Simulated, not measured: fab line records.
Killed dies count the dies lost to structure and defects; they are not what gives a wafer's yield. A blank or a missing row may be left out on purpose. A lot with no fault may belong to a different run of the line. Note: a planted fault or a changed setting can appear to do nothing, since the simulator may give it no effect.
Matching of chambers	flow n5 finfet	N5_BEOL_M12_ILD_DEP_00 on pecvd-01 has 3 sister chambers
The step deposits SiOC from DEMS/O2, target thk 658.92 nm, time 130.7 s. 20 wafers are shown with their chamber, then 10 later ones without.

== WAFERS WITH THEIR CHAMBER ==
wafer	chamber	throttle valve pct (%)	heater power w (W)	showerhead plenum p Torr (Torr)
L074.2	1	10.6	511	5.707
L074.4	0	12.5	315	5.713
L074.5	2	11.2	549	5.683
L075.3	0	12.9	374	5.716
L075.5	0	12.5	389	5.700
L075.6	2	11.0	457	5.697
L077.2	1	10.9	524	5.693
L077.4	1	11.2	545	5.702
L077.6	0	12.6	402	5.688
L080.2	1	11.1	522	5.695
L080.4	1	10.9	554	5.697
L080.6	0	12.7	317	5.719
L081.1	2	11.2	541	5.700
L081.4	0	12.3	401	5.701
L081.6	1	11.0	546	5.698
L083.3	1	10.9	466	5.691
L083.4	2	11.0	512	5.676
L083.5	0	12.5	396	5.714
L084.2	0	12.2	405	5.710
L084.4	1	11.0	491	5.689

SIGNATURES, as means of the wafers listed above
reading	chamber 0	chamber 1	chamber 2	scatter within a chamber
throttle valve pct	12.525	10.950	11.100	0.187
heater power w	374.88	519.88	514.75	35.5
showerhead plenum p Torr	5.70763	5.69650	5.68900	0.00906
Rule: distance of a wafer from a chamber = root of the sum over the readings of ((wafer's reading minus chamber's mean) / reading's scatter) squared. If the next closest chamber is less than 2 further off than the closest, the wafer can't be placed; otherwise it belongs to the closest. The scatter: take each reading less its chamber's mean, square it, sum over the shown wafers, divide by the number of wafers less the number of chambers, and take the root.

== WAFERS MISSING THEIR CHAMBER ==
wafer	throttle valve pct (%)	heater power w (W)	showerhead plenum p Torr (Torr)
L084.6	12.2	314	5.717
L087.1	10.9	501	5.685
L087.5	11.1	532	5.699
L087.6	12.5	388	5.715
L093.1	11.5	523	5.688
L093.2	10.8	510	5.679
L093.5	11.4	562	5.664
L096.1	12.7	308	5.706
L096.3	10.8	436	5.687
L096.4	12.5	351	5.712

== WHICH CHAMBER EACH ONE RAN IN ==
wafer	from the rows above	in truth
L084.6	0	0
L087.1	can't be placed: 2 or 1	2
L087.5	can't be placed: 1 or 2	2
L087.6	0	0
L093.1	can't be placed: 2 or 1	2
L093.2	can't be placed: 2 or 1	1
L093.5	can't be placed: 2 or 1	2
L096.1	0	0
L096.3	can't be placed: 1 or 2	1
L096.4	0	0
4 of 10 placed correctly. These rows do not allow placing 6 (true chamber among the candidates in 6). Placed wrongly: 0.
